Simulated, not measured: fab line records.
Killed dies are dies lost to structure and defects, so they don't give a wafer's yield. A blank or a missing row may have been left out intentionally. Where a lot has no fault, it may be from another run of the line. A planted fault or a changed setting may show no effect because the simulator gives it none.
fab line records | flow nand-harc
record: lots: 15 | wafers: 45 | last-day: 24
route steps=1159 shown A_STAIRCASE@647
lots untouched by any fault: they come from a run of this same line in which no faults occurred
start-h: start of the lot's first displayed wafer, in hours after the record's first day | wait-h: time in hours since the lot's previous step | " unchanged from the row above | L1.1+2: one row covering several wafers at once | - value missing, or start not given | * or withheld: withheld | < > ~ a bound
route shown NAME@n: names a module that has steps shown in the file, with the first one's number in the route | usual: mean and standard deviation over wafers with no fault | same: alike in all rows | chamber/n: place in a boat | sites: each site's reading | _std_site: standard deviation across them | _edge_site: outer sites' mean less inner sites' | radius-mm: how far each site lies from the wafer's centre | mask NAME#n: copy n | behind: the most recent tool/chamber to have shaped the wafer | hold: reason for holding the lot/hours on hold/outcome of the hold | device: the n, p or np transistor that did not switch | end of line: the tests these same wafers got at the end of their route | a step given without rows: its recipe and nothing more | killed: the dies lost at the first sort to structure and to defects; this is not the yield of the wafer | map: shows each die of a wafer: x if killed, . if not, _ if none is there
set.NAME: the setting the step ran with; set.NAME@STEP: the setting that earlier step ran with | model.NAME: the simulator's own value behind a step, which no gauge read
the route's steps for a sample of lots (tables are steps, rows are wafers)
services: when a tool's chamber went out of use (start-h, in hours from the record's first day, below 0 if earlier), for how many hours, and the reason
== steps ==
step: NHARC_A_STAIRCASE_ETCH_253
recipe: target-depth-a: 500 | time-s: 20.2 | ion-energy-ev: 400 | c4f8-flow-sccm: 20 | o2-flow-sccm: 10 | ar-flow-sccm: withheld | rf-w: 600 | bias-w: 1000 | chemistry: C4F8/O2
usual: bias-w: 1000.0/2.7 | oes-product-au: 0.953/0.022 | rf-vpp-V: 897/6.1
lot.wafer | tool        | chamber | start-h | wait-h | bias-w | oes-product-au | rf-hours-counter-h | rf-vpp-V
L793.1    | rie-diel-11 | 0       | 258.91  | 0.1    | 998.9  | 0.927          | 24                 | 904
L793.4    | "           | 2       | "       | "      | 1004.6 | 0.941          | 18                 | 904
L793.6    | "           | 0       | "       | "      | 999.5  | 0.921          | -                  | 904
L800.3    | rie-diel-11 | 0       | 284.49  | 0.1    | 1002.1 | 0.969          | 34                 | 905
L800.2    | "           | 1       | "       | "      | 1001.8 | 0.970          | 33                 | 889
L800.5    | "           | 2       | "       | "      | 999.4  | 0.963          | -                  | 905
L799.3    | rie-diel-11 | 3       | 286.55  | 0.1    | 993.6  | 0.957          | 26                 | 900
L799.1    | "           | 0       | "       | "      | 999.3  | 0.940          | 34                 | 904
L799.5    | "           | 1       | "       | "      | 1002.4 | 0.942          | -                  | 888
L801.4    | rie-diel-10 | 1       | 297.96  | 0.1    | 997.4  | 0.969          | 44                 | 900
L801.1    | "           | 2       | "       | "      | 999.6  | 0.963          | 42                 | 894
L801.5    | "           | 3       | "       | "      | 1001.4 | 0.938          | -                  | 887
L806.1    | rie-diel-09 | 3       | 329.29  | 0.1    | 997.8  | 0.965          | 25                 | 889
L806.4    | "           | 0       | "       | "      | 1005.8 | 0.950          | 25                 | 892
L806.2    | "           | 1       | "       | "      | 999.1  | 0.959          | 22                 | 901
L808.4    | rie-diel-10 | 2       | 339.44  | 0.1    | 999.6  | 0.941          | 56                 | 893
L808.1    | "           | 3       | "       | "      | 998.5  | 0.931          | 58                 | 887
L808.5    | "           | 3       | "       | "      | 1001.2 | 0.928          | -                  | 888
L807.1    | rie-diel-11 | 2       | 339.80  | 0.1    | 1001.8 | 0.954          | 45                 | 904
L807.6    | "           | 3       | "       | "      | 996.6  | 0.980          | -                  | 899
L807.5    | "           | 0       | "       | "      | 996.8  | 0.940          | -                  | 906
L810.2    | rie-diel-09 | 0       | 344.33  | 0.1    | 998.4  | 0.920          | 30                 | 891
L810.3    | "           | 1       | "       | "      | 1000.7 | 0.917          | 29                 | 900
L810.1    | "           | 3       | "       | "      | 1001.8 | 0.940          | 31                 | 888
L809.4    | rie-diel-09 | 0       | 344.84  | 0.1    | 1000.5 | 0.976          | 30                 | 894
L809.3    | "           | 1       | "       | "      | 999.9  | 0.964          | 29                 | 900
L809.6    | "           | 3       | "       | "      | 996.1  | 0.997          | -                  | 890
L811.4    | rie-diel-11 | 2       | 356.93  | 0.2    | 1002.6 | 0.912          | 53                 | 903
L811.3    | "           | 0       | "       | "      | 1003.4 | 0.916          | 61                 | 905
L811.5    | "           | 1       | "       | "      | 993.3  | 0.931          | -                  | 890
L812.3    | rie-diel-11 | 3       | 361.54  | 0.1    | 1006.4 | 0.992          | 56                 | 898
L812.2    | "           | 2       | "       | "      | 1002.8 | 0.946          | 56                 | 905
L812.5    | "           | 0       | "       | "      | 999.3  | 0.966          | -                  | 904
L814.2    | rie-diel-10 | 3       | 369.24  | 0.1    | 999.8  | 0.947          | 2                  | 905
L814.6    | "           | 3       | "       | "      | 998.2  | 0.950          | -                  | 907
L814.5    | "           | 0       | "       | "      | 994.7  | 0.972          | -                  | 896
L813.1    | rie-diel-09 | 1       | 371.13  | 0.1    | 1002.7 | 0.939          | 40                 | 901
L813.6    | "           | 2       | "       | "      | 1000.2 | 0.955          | -                  | 896
L813.4    | "           | 0       | "       | "      | 998.0  | 0.949          | -                  | 893
L815.3    | rie-diel-10 | 3       | 383.24  | 0.1    | 1005.0 | 0.957          | 7                  | 907
L815.6    | "           | 1       | "       | "      | 998.4  | 0.978          | -                  | 899
L815.5    | "           | 2       | "       | "      | 999.7  | 0.973          | -                  | 892
L816.2    | rie-diel-10 | 2       | 392.03  | 0.1    | 1000.5 | 0.976          | 8                  | 894
L816.1    | "           | 0       | "       | "      | 997.7  | 0.987          | 11                 | 896
L816.4    | "           | 1       | "       | "      | 998.5  | 0.999          | 9                  | 900
step: NHARC_A_STAIRCASE_DEP_301
recipe: target-thk-a: 300 | target-thk-nm: 30 | temp-c: 400 | pressure-torr: 3.5 | flow-sccm: 200 | rf-w: 350 | material: SiON
usual: heater-power-w: 787/91 | susceptor-temp-C: 399.98/0.21
lot.wafer | tool     | chamber | start-h | wait-h | heater-power-w | susceptor-temp-C
L793.1    | pecvd-02 | 0       | 269.87  | 1.6    | 763            | 399.72
L793.4    | "        | 1       | "       | "      | 766            | 399.82
L793.6    | "        | 0       | "       | "      | 767            | 400.25
L800.3    | pecvd-02 | 1       | 296.52  | 1.0    | 866            | 400.06
L800.2    | "        | 2       | "       | "      | 874            | 399.90
L800.5    | "        | 0       | "       | "      | 738            | 399.74
L799.1    | pecvd-02 | 1       | 300.73  | 1.8    | 881            | 399.85
L799.3    | "        | 0       | "       | "      | 758            | 400.18
L799.5    | "        | 1       | "       | "      | 886            | 400.10
L801.1    | pecvd-02 | 2       | 311.77  | 1.6    | 850            | 399.91
L801.5    | "        | 1       | "       | "      | 897            | 400.11
L801.4    | "        | 2       | "       | "      | 806            | 400.02
L806.1    | pecvd-03 | 1       | 338.40  | 1.6    | 809            | 400.22
L806.2    | "        | 2       | "       | "      | 813            | 399.52
L806.4    | "        | 2       | "       | "      | 856            | 399.67
L808.1    | pecvd-04 | 1       | 347.61  | 1.6    | 828            | 399.82
L808.4    | "        | 1       | "       | "      | 817            | 399.79
L808.5    | "        | 0       | "       | "      | 694            | 399.85
L807.1    | pecvd-03 | 0       | 349.50  | 1.6    | 655            | 400.22
L807.6    | "        | 2       | "       | "      | 941            | 400.00
L807.5    | "        | 0       | "       | "      | 654            | 399.83
L810.2    | pecvd-03 | 0       | 356.30  | 1.2    | 671            | 399.69
L810.1    | "        | 1       | "       | "      | 779            | 399.79
L810.3    | "        | 2       | "       | "      | 916            | 399.73
L809.3    | pecvd-03 | 1       | 356.58  | 1.0    | 758            | 399.89
L809.4    | "        | 1       | "       | "      | 766            | 400.07
L809.6    | "        | 2       | "       | "      | 892            | 399.54
L811.3    | pecvd-04 | 2       | 367.04  | 1.0    | 800            | 400.29
L811.4    | "        | 0       | "       | "      | 678            | 400.10
L811.5    | "        | 2       | "       | "      | 767            | 399.86
L812.2    | pecvd-04 | 0       | 372.11  | 1.3    | 694            | 399.77
L812.3    | "        | 1       | "       | "      | 672            | 399.38
L812.5    | "        | 1       | "       | "      | 703            | 399.88
L814.2    | pecvd-03 | 0       | 377.66  | 1.3    | 705            | 399.92
L814.6    | "        | 2       | "       | "      | 951            | 399.62
L814.5    | "        | 0       | "       | "      | 720            | 399.88
L813.1    | pecvd-02 | 2       | 379.22  | 1.6    | 754            | 400.29
L813.4    | "        | 1       | "       | "      | 739            | 400.02
L813.6    | "        | 0       | "       | "      | 777            | 399.89
L815.3    | pecvd-02 | 2       | 391.32  | 1.0    | 733            | 400.02
L815.6    | "        | 1       | "       | "      | 901            | 400.21
L815.5    | "        | 2       | "       | "      | 753            | 399.93
L816.2    | pecvd-03 | 1       | 401.38  | 1.2    | 809            | 400.05
L816.1    | "        | 0       | "       | "      | 715            | 400.01
L816.4    | "        | 1       | "       | "      | 818            | 400.11
step: NHARC_A_STAIRCASE_EXPOSE_307
recipe: na: 0.5 | dose-mj: 45.72 | mask-id: CHOP_50
usual: exposure-dose-mJ-cm2: 45.69/0.053 | focus-offset-nm: 0.1/0.46 | na: 0.5/0
lot.wafer | tool           | chamber | start-h | wait-h | mask      | exposure-dose-mJ-cm2 | focus-offset-nm | na
L793.1    | krf-scanner-02 | 0       | 270.41  | -      | CHOP_50#0 | 45.55                | 0.1             | 0.5
L793.4    | "              | 0       | "       | "      | CHOP_50#0 | 45.67                | 0.2             | 0.5
L793.6    | "              | 0       | "       | "      | CHOP_50#0 | 45.59                | 0.5             | 0.5
L800.2    | krf-scanner-04 | -       | 297.13  | -      | CHOP_50#0 | -                    | -               | -
L800.3    | "              | -       | "       | "      | CHOP_50#0 | -                    | -               | -
L800.5    | "              | -       | "       | "      | CHOP_50#0 | -                    | -               | -
L799.1    | krf-scanner-02 | -       | 301.36  | -      | CHOP_50#0 | -                    | -               | -
L799.3    | "              | -       | "       | "      | CHOP_50#0 | -                    | -               | -
L799.5    | "              | -       | "       | "      | CHOP_50#0 | -                    | -               | -
L801.1    | krf-scanner-02 | -       | 312.19  | -      | CHOP_50#0 | -                    | -               | -
L801.4    | "              | -       | "       | "      | CHOP_50#0 | -                    | -               | -
L801.5    | "              | -       | "       | "      | CHOP_50#0 | -                    | -               | -
L806.1    | krf-scanner-02 | 0       | 339.00  | -      | CHOP_50#0 | 45.70                | 1.2             | 0.5
L806.2    | "              | 0       | "       | "      | CHOP_50#0 | 45.66                | 0.4             | 0.5
L806.4    | "              | 0       | "       | "      | CHOP_50#0 | 45.71                | 0.8             | 0.5
L808.1    | krf-scanner-03 | 0       | 348.22  | -      | CHOP_50#0 | 45.65                | 0.5             | 0.5
L808.4    | "              | 0       | "       | "      | CHOP_50#0 | 45.63                | -0.1            | 0.5
L808.5    | "              | 0       | "       | "      | CHOP_50#0 | 45.69                | 0.3             | 0.5
L807.1    | krf-scanner-04 | 0       | 350.07  | -      | CHOP_50#0 | 45.75                | -0.2            | 0.5
L807.5    | "              | 0       | "       | "      | CHOP_50#0 | 45.76                | -0.3            | 0.5
L807.6    | "              | 0       | "       | "      | CHOP_50#0 | 45.75                | -0.3            | 0.5
L810.1    | krf-scanner-04 | 0       | 356.78  | -      | CHOP_50#0 | 45.75                | -0.3            | 0.5
L810.2    | "              | 0       | "       | "      | CHOP_50#0 | 45.74                | 0.3             | 0.5
L810.3    | "              | 0       | "       | "      | CHOP_50#0 | 45.69                | -0.6            | 0.5
L809.3    | krf-scanner-02 | 0       | 357.17  | -      | CHOP_50#0 | 45.62                | -0.2            | 0.5
L809.4    | "              | 0       | "       | "      | CHOP_50#0 | 45.58                | 0.3             | 0.5
L809.6    | "              | 0       | "       | "      | CHOP_50#0 | 45.62                | 0.2             | 0.5
L811.3    | krf-scanner-03 | 0       | 367.60  | -      | CHOP_50#0 | 45.66                | -0.5            | 0.5
L811.4    | "              | 0       | "       | "      | CHOP_50#0 | 45.65                | -0.1            | 0.5
L811.5    | "              | 0       | "       | "      | CHOP_50#0 | 45.67                | -0.3            | 0.5
L812.2    | krf-scanner-03 | 0       | 372.57  | -      | CHOP_50#0 | 45.59                | -0.4            | 0.5
L812.3    | "              | 0       | "       | "      | CHOP_50#0 | 45.57                | -1.4            | 0.5
L812.5    | "              | 0       | "       | "      | CHOP_50#0 | 45.63                | -0.7            | 0.5
L814.2    | krf-scanner-04 | 0       | 378.21  | -      | CHOP_50#0 | 45.68                | 0.0             | 0.5
L814.5    | "              | 0       | "       | "      | CHOP_50#0 | 45.69                | -0.4            | 0.5
L814.6    | "              | 0       | "       | "      | CHOP_50#0 | 45.67                | 0.1             | 0.5
L813.1    | krf-scanner-03 | 0       | 379.80  | -      | CHOP_50#0 | 45.70                | -0.2            | 0.5
L813.4    | "              | 0       | "       | "      | CHOP_50#0 | 45.66                | -0.5            | 0.5
L813.6    | "              | 0       | "       | "      | CHOP_50#0 | 45.67                | -0.6            | 0.5
L815.3    | krf-scanner-04 | 0       | 391.88  | -      | CHOP_50#0 | 45.76                | 0.2             | 0.5
L815.5    | "              | 0       | "       | "      | CHOP_50#0 | 45.73                | 0.0             | 0.5
L815.6    | "              | 0       | "       | "      | CHOP_50#0 | 45.76                | 0.3             | 0.5
L816.1    | krf-scanner-02 | 0       | 401.98  | -      | CHOP_50#0 | 45.69                | 0.3             | 0.5
L816.2    | "              | 0       | "       | "      | CHOP_50#0 | 45.64                | 0.3             | 0.5
L816.4    | "              | 0       | "       | "      | CHOP_50#0 | 45.66                | 0.6             | 0.5
step: NHARC_A_STAIRCASE_HM_OPEN_463
recipe: o2-flow-sccm: 400 | cos-flow-sccm: 20 | ar-flow-sccm: 0 | rf-w: 500 | bias-w: 300 | chemistry: O2/COS
usual: bias-w: 299.9/0.98 | drypump-motor-current-A: 5.6/0.46 | oes-product-au: 1.000/0.0098 | rf-vpp-V: 467/3.1 | showerhead-plenum-p-Torr: 3.13/0.14 | throttle-valve-pct: 28.330/0.0092
lot.wafer | tool        | chamber | start-h | wait-h | bias-w | drypump-motor-current-A | oes-product-au | rf-hours-counter-h | rf-vpp-V | showerhead-plenum-p-Torr | throttle-valve-pct
L793.1    | rie-diel-09 | 3       | -       | -      | 300.4  | 5.7                     | 1.009          | 3                  | 464      | 2.95                     | 28.329
L793.4    | "           | 1       | "       | "      | 300.8  | 4.8                     | 0.988          | 2                  | 471      | 3.25                     | 28.337
L793.6    | "           | 3       | "       | "      | 300.5  | 5.7                     | 1.007          | -                  | 462      | 2.95                     | 28.325
L800.3    | rie-diel-09 | 3       | -       | -      | 301.4  | 5.7                     | 1.013          | 13                 | 463      | 2.94                     | 28.332
L800.2    | "           | 1       | "       | "      | 298.3  | 4.8                     | 1.003          | 12                 | 469      | 3.24                     | 28.343
L800.5    | "           | 3       | "       | "      | 299.3  | 5.7                     | 1.018          | -                  | 463      | 2.94                     | 28.339
L799.3    | rie-diel-11 | 2       | -       | -      | 300.9  | 5.9                     | 0.991          | 31                 | 472      | 3.36                     | 28.310
L799.1    | "           | 3       | "       | "      | 300.2  | 5.5                     | 1.003          | 32                 | 468      | 3.20                     | 28.315
L799.5    | "           | 2       | "       | "      | 301.3  | 5.9                     | 0.987          | -                  | 472      | 3.36                     | 28.331
L801.4    | rie-diel-10 | 0       | -       | -      | 300.6  | 5.4                     | 1.002          | 45                 | 468      | 3.13                     | 28.330
L801.1    | "           | 3       | "       | "      | 300.1  | 6.1                     | 0.998          | 45                 | 462      | 2.92                     | 28.333
L801.5    | "           | 1       | "       | "      | 299.9  | 5.1                     | 1.004          | -                  | 469      | 3.21                     | 28.335
L806.4    | rie-diel-10 | 0       | -       | -      | 299.2  | 5.3                     | 0.998          | 58                 | 467      | 3.12                     | 28.331
L806.1    | "           | 1       | "       | "      | 299.0  | 5.1                     | 1.003          | 54                 | 468      | 3.20                     | 28.331
L806.2    | "           | 2       | "       | "      | 299.1  | 5.3                     | 1.006          | 56                 | 466      | 3.05                     | 28.328
L808.1    | rie-diel-11 | 0       | -       | -      | 299.2  | 6.5                     | 0.977          | 58                 | 471      | 3.34                     | 28.343
L808.4    | "           | 1       | "       | "      | 300.1  | 5.9                     | 0.996          | 55                 | 463      | 2.95                     | 28.324
L808.5    | "           | 1       | "       | "      | 297.9  | 5.9                     | 0.991          | -                  | 464      | 2.95                     | 28.337
L807.1    | rie-diel-11 | 3       | -       | -      | 299.3  | 5.5                     | 1.014          | 49                 | 468      | 3.20                     | 28.329
L807.5    | "           | 3       | "       | "      | 299.3  | 5.5                     | 1.009          | -                  | 469      | 3.20                     | 28.343
L807.6    | "           | 0       | "       | "      | 298.7  | 6.5                     | 0.993          | -                  | 472      | 3.34                     | 28.311
L810.3    | rie-diel-09 | 3       | -       | -      | 299.0  | 5.7                     | 1.016          | 36                 | 462      | 2.93                     | 28.314
L810.1    | "           | 0       | "       | "      | 298.3  | 5.5                     | 0.987          | 35                 | 466      | 3.05                     | 28.322
L810.2    | "           | 1       | "       | "      | 299.9  | 4.8                     | 0.994          | 35                 | 470      | 3.23                     | 28.335
L809.4    | rie-diel-09 | 2       | -       | -      | 300.2  | 5.5                     | 1.016          | 36                 | 466      | 3.11                     | 28.324
L809.3    | "           | 3       | "       | "      | 301.0  | 5.7                     | 1.010          | 36                 | 464      | 2.93                     | 28.344
L809.6    | "           | 1       | "       | "      | 299.6  | 4.8                     | 0.998          | -                  | 471      | 3.23                     | 28.334
L811.3    | rie-diel-10 | 3       | -       | -      | 299.4  | 6.2                     | 0.996          | 2                  | 471      | 3.37                     | 28.329
L811.4    | "           | 0       | "       | "      | 301.2  | 5.3                     | 1.011          | 2                  | 466      | 3.11                     | 28.334
L811.5    | "           | 3       | "       | "      | 298.2  | 6.2                     | 0.998          | -                  | 473      | 3.37                     | 28.348
L812.3    | rie-diel-09 | 2       | -       | -      | 299.8  | 5.5                     | 1.009          | 42                 | 467      | 3.11                     | 28.356
L812.2    | "           | 1       | "       | "      | 299.4  | 4.8                     | 0.997          | 41                 | 470      | 3.23                     | 28.312
L812.5    | "           | 2       | "       | "      | 300.2  | 5.5                     | 0.995          | -                  | 466      | 3.11                     | 28.321
L814.2    | rie-diel-11 | 3       | -       | -      | 299.4  | 5.5                     | 1.011          | 3                  | 468      | 3.19                     | 28.317
L814.6    | "           | 0       | "       | "      | 298.5  | 6.5                     | 0.986          | -                  | 472      | 3.34                     | 28.332
L814.5    | "           | 1       | "       | "      | 300.4  | 5.9                     | 1.000          | -                  | 463      | 2.95                     | 28.328
L813.1    | rie-diel-09 | 2       | -       | -      | 299.4  | 5.6                     | 1.003          | 45                 | 466      | 3.10                     | 28.326
L813.4    | "           | 1       | "       | "      | 300.5  | 4.8                     | 0.995          | -                  | 470      | 3.23                     | 28.342
L813.6    | "           | 2       | "       | "      | 299.6  | 5.5                     | 1.008          | -                  | 466      | 3.10                     | 28.328
L815.3    | rie-diel-10 | 2       | -       | -      | 300.3  | 5.3                     | 1.019          | 9                  | 464      | 3.04                     | 28.324
L815.6    | "           | 3       | "       | "      | 299.6  | 6.2                     | 1.008          | -                  | 474      | 3.37                     | 28.326
L815.5    | "           | 0       | "       | "      | 299.1  | 5.3                     | 1.005          | -                  | 467      | 3.11                     | 28.335
L816.4    | rie-diel-11 | 2       | -       | -      | 299.5  | 5.9                     | 1.000          | 10                 | 472      | 3.34                     | 28.333
L816.1    | "           | 3       | "       | "      | 298.8  | 5.5                     | 1.001          | 10                 | 468      | 3.19                     | 28.333
L816.2    | "           | 0       | "       | "      | 300.6  | 6.5                     | 0.988          | 11                 | 472      | 3.33                     | 28.330
== services ==
tool           | chamber | start-h | hours | kind
rie-diel-11    | 0       | 248.03  | -     | clean
rie-diel-11    | 1       | 248.03  | -     | clean
rie-diel-11    | 2       | 248.03  | -     | clean
rie-diel-11    | 3       | 248.03  | -     | clean
rie-diel-09    | -       | 254.16  | 9.0   | pm
rie-diel-10    | 2       | 262.69  | 2.8   | repair
pecvd-03       | 2       | 269.38  | 10.5  | repair
pecvd-04       | 2       | 271.40  | 4.8   | repair
pecvd-03       | -       | 292.29  | 13.0  | pm
krf-scanner-02 | -       | 294.98  | 0.4   | repair
krf-scanner-04 | -       | 298.72  | 4.0   | pm
pecvd-02       | 0       | 302.36  | 5.4   | repair
rie-diel-11    | 1       | 303.45  | 4.2   | repair
rie-diel-10    | 1       | 321.61  | 9.0   | repair
rie-diel-10    | 2       | 332.57  | 1.5   | repair
pecvd-02       | -       | 334.13  | 13.0  | pm
krf-scanner-03 | -       | 340.00  | 4.0   | pm
rie-diel-09    | 3       | 361.78  | 33.2  | repair
rie-diel-11    | -       | 366.57  | 9.0   | pm
pecvd-02       | -       | 369.29  | 1.5   | repair
pecvd-04       | -       | 376.13  | 13.0  | pm
krf-scanner-02 | -       | 382.00  | 4.0   | pm
pecvd-03       | -       | 390.62  | 0.5   | repair
rie-diel-09    | 2       | 401.76  | 4.6   | repair
== key ==
first-sign: step: NHARC_A_STAIRCASE_EXPOSE_307 | reading: tool-record | direction: missing
effect none on later readings
met-at NHARC_A_STAIRCASE_EXPOSE_307
struck-lots L799,L800,L801
later-rows-left-out L799.1,L799.3,L799.5,L800.2,L800.3,L800.5,L801.1,L801.4,L801.5
sort-left-out L799.1,L799.3,L799.5,L800.2,L800.3,L800.5,L801.1,L801.4,L801.5
tester-left-out L799,L800,L801
not-acting-at NHARC_A_STAIRCASE_ETCH_253,NHARC_A_STAIRCASE_DEP_301,NHARC_A_STAIRCASE_HM_OPEN_463
onset-between 270.41 297.13
fault: kind: skipped-step-whole | tool: krf-scanner-02,krf-scanner-04 | chamber: - | onset-h: 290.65 | steps: NHARC_A_STAIRCASE_EXPOSE_307 | scope: struck-lots-only
tester-left-out: of these lots the tester's yield and bins aren't shown, on N5 and GAA mostly nor the transistor test; their killed dies are dies lost to structure and defects alone, not to doping, threshold or leakage, so they don't give the yield
sort-left-out: the simulated sort isn't trusted on such a fault, so these wafers' sort isn't shown, and their yield isn't known
later-rows-left-out: the simulator's readings of these wafers behind a module that went badly wrong aren't trusted and aren't shown, but for the sort
